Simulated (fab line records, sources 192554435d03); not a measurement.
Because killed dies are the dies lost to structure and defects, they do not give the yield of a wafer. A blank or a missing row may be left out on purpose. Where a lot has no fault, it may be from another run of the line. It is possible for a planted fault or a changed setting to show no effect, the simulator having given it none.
Split-lot trial | flow n5Finfet | route with 1938 steps; 7 lots, 21 wafers read

== ABOUT THE SPLIT ==
At N5_PASSIVATION_PASS_ETCH_47 (etches SiNx in CF4/O2, target depth 770 nm, time 385 s), the setting sourceW was moved away from the recipe's 535 W on 7 of the 21 wafers read, by -17.0% to +15.6%. This setting was run at the recipe's value on the other wafers.

The reading is taken at the split's own step.

== THE READING ==
rfVppV, in V, at N5_PASSIVATION_PASS_ETCH_47 (etches SiNx in CF4/O2, target depth 770 nm, time 385 s). A value of 241 V with a standard deviation of 6.1 V is what fault-free wafers of this fab line usually give.

wafer  | tool, chamber at the split | sourceW as run, W | against the recipe | rfVppV, V | against lot-mates on the recipe
L075.1 | rieDiel-04, 2              | 535               | recipe             | 238       | -
L075.3 | rieDiel-04, 1              | 535               | recipe             | 241       | -
L075.5 | rieDiel-04, 3              | 535               | recipe             | 231       | -
L082.1 | rieDiel-04, 1              | 535               | recipe             | 241       | -
L082.2 | rieDiel-04, 0              | 535               | recipe             | 248       | -
L082.6 | rieDiel-04, 1              | 535               | recipe             | 244       | -
L083.1 | rieDiel-02, 1              | 573.3             | +7.2%              | 230       | -9
L083.3 | rieDiel-02, 0              | 573.3             | +7.2%              | 238       | -1
L083.4 | rieDiel-02, 1              | 535               | recipe             | 239       | -
L087.1 | rieDiel-03, 2              | 446.9             | -16.5%             | 267       | +21
L087.2 | rieDiel-03, 0              | 446.9             | -16.5%             | 268       | +22
L087.4 | rieDiel-03, 1              | 535               | recipe             | 246       | -
L093.3 | rieDiel-02, 1              | 535               | recipe             | 238       | -
L093.5 | rieDiel-02, 1              | 444               | -17.0%             | 265       | +27
L093.6 | rieDiel-02, 2              | 444               | -17.0%             | 256       | +18
L095.2 | rieDiel-02, 0              | 535               | recipe             | 247       | -
L095.4 | rieDiel-02, 3              | 535               | recipe             | 248       | -
L095.6 | rieDiel-02, 0              | 535               | recipe             | 246       | -
L096.1 | rieDiel-04, 1              | 618.6             | +15.6%             | 225       | -21
L096.3 | rieDiel-04, 0              | 535               | recipe             | 246       | -
L096.6 | rieDiel-04, 0              | 535               | recipe             | 246       | -

FIT RESULTS
A straight line over all 21 wafers: rfVppV changes by -1.24 V for each +1% of sourceW; r = -0.91; the points scatter about the line by 4.9 V.
The same after taking each lot's own level away (the mean of its wafers on the recipe; 21 wafers): -1.26 V for each +1%; r = -0.96; scatter 3.1 V.
That fit puts the effect of the largest move of sourceW on the reading at 22 V.
The span of the lots' own levels, 236.7 to 247.0 V, comes to 1.7 times the standard deviation stated above.
The two slopes are in agreement: the lot-to-lot level therefore moves the slope only a little.
Check: with one of the wafers moved furthest among these (-17.0%) left out of the fit, the line predicts +20.6 V for it against its lot-mates. It came out at +27 V against them.
Tool readings at the split's step, against how far the setting was moved: rfVppV r = -0.91.

== ADDITIONAL SPLITS CARRIED BY THESE WAFERS ==
Note: prior to the reading, these wafers also went through further splits. Each is held against what the fit with the lots' levels taken away leaves over:
other split on the same wafers    | wafers away from the commonest value | r with rfVppV (lot level and that fit taken away)
N5_MIM_BOT_SPUTTER_00 timeS       | 7                                    | +0.18
N5_MIM_TOP_LITHO_EXPOSE_05 doseMj | 8                                    | +0.00
N5_PASSIVATION_VIA_ETCH_13 biasW  | 6                                    | -0.43

== THE WHOLE CHAIN: every reading that the file lists as answering this split, in the file's order ==
step                        | what it does                                           | reading                                                       | change (the file's fit)             | r (the file's)
N5_PASSIVATION_PASS_ETCH_47 | etches SiNx in CF4/O2, target depth 770 nm, time 385 s | rfVppV                                                        | -1.28 V for each +1% of the setting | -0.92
N5_PASSIVATION_PASS_ETCH_47 | etches SiNx in CF4/O2, target depth 770 nm, time 385 s | etch.depthNm (the simulator's own value, which no gauge read) | +6.8 nm for each +1% of the setting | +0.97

== FILE'S OWN FIT ==
rfVppV changes by -1.28 V for each +1% of sourceW, r = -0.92.
